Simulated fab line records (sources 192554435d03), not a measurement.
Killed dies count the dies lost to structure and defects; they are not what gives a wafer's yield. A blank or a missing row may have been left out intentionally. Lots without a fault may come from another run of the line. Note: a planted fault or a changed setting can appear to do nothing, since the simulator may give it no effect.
Lot-split experiment    flow n5_finfet    route with 1938 steps; 7 lots, 21 wafers read

THE SPLIT ITSELF
At N5_HKMG_FIN_ETCH_32 (etches SOC in N2/H2, target depth 240 nm, time 300 s), the setting bias_w was moved away from the recipe's 150 W on 3 of the 21 wafers read, by -17.3% to -5.1%. This setting was run at the recipe's value on the other wafers.

The reading is taken at the split's own step.

THE READING
rf_vpp_V, in V, at N5_HKMG_FIN_ETCH_32 (etches SOC in N2/H2, target depth 240 nm, time 300 s). On this fab line, fault-free wafers typically give 524.5 V with a standard deviation of 2.5 V.

wafer   tool, chamber at the split  bias_w as run, W  against the recipe  rf_vpp_V, V  against lot-mates on the recipe
L076.2  rie_diel-02, 1              142.3             -5.1%               505.4        -16.9
L076.5  rie_diel-02, 0              142.3             -5.1%               508.0        -14.3
L076.6  rie_diel-02, 3              150               recipe              522.3        -
L077.1  rie_diel-04, 2              150               recipe              519.4        -
L077.5  rie_diel-04, 3              150               recipe              525.9        -
L077.6  rie_diel-04, 1              150               recipe              523.9        -
L078.3  rie_diel-03, 0              124               -17.3%              463.9        -56.6
L078.4  rie_diel-03, 3              150               recipe              519.7        -
L078.5  rie_diel-03, 2              150               recipe              521.3        -
L086.3  rie_diel-02, 1              150               recipe              522.1        -
L086.4  rie_diel-02, 0              150               recipe              524.7        -
L086.6  rie_diel-02, 2              150               recipe              528.2        -
L087.3  rie_diel-02, 1              150               recipe              522.3        -
L087.5  rie_diel-02, 0              150               recipe              525.2        -
L087.6  rie_diel-02, 2              150               recipe              528.8        -
L089.2  rie_diel-04, 2              150               recipe              528.0        -
L089.4  rie_diel-04, 0              150               recipe              527.9        -
L089.6  rie_diel-04, 3              150               recipe              524.1        -
L096.2  rie_diel-04, 1              150               recipe              523.9        -
L096.5  rie_diel-04, 0              150               recipe              526.5        -
L096.6  rie_diel-04, 3              150               recipe              524.6        -

FIT RESULTS
A straight line over all 21 wafers: rf_vpp_V changes by +3.48 V for each +1% of bias_w; r = +0.98; the points scatter about the line by 2.7 V.
The same after taking each lot's own level away (the mean of its wafers on the recipe; 21 wafers): +3.24 V for each +1%; r = +0.99; scatter 2.1 V.
According to that fit, moving bias_w by its largest amount changes the reading by 56 V.
Measured against the standard deviation above, the lots' own levels, which go from 520.50 to 526.67 V, span 2.5 times it.
The two slopes agree, so the slope changes little with the lot-to-lot level.
Check: for one of the wafers moved furthest among these (-17.3%), held out of the fit, the line's prediction against its lot-mates is -52.7 V. Against them it came out at -56.6 V.
Tool readings at the split's step, against how far the setting was moved: rf_vpp_V r = +0.98.

THE OTHER SPLITS THESE WAFERS WENT THROUGH
Before the reading, these wafers also passed through other splits. Each is held against what the fit with the lots' levels taken away leaves over:
other split on the same wafers  wafers away from the commonest value  r with rf_vpp_V (lot level and that fit taken away)
N5_WELL_APT_COAT_02 spin_rpm    4                                     -0.40
N5_DUMMY_GATE_COAT_28 spin_rpm  9                                     +0.36
N5_DUMMY_GATE_COAT_09 spin_rpm  9                                     -0.07
N5_SDB_ALD_29 ald_cycles        8                                     -0.18

THE FILE'S OWN FIT
rf_vpp_V changes by +3.25 V for each +1% of bias_w, r = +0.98.
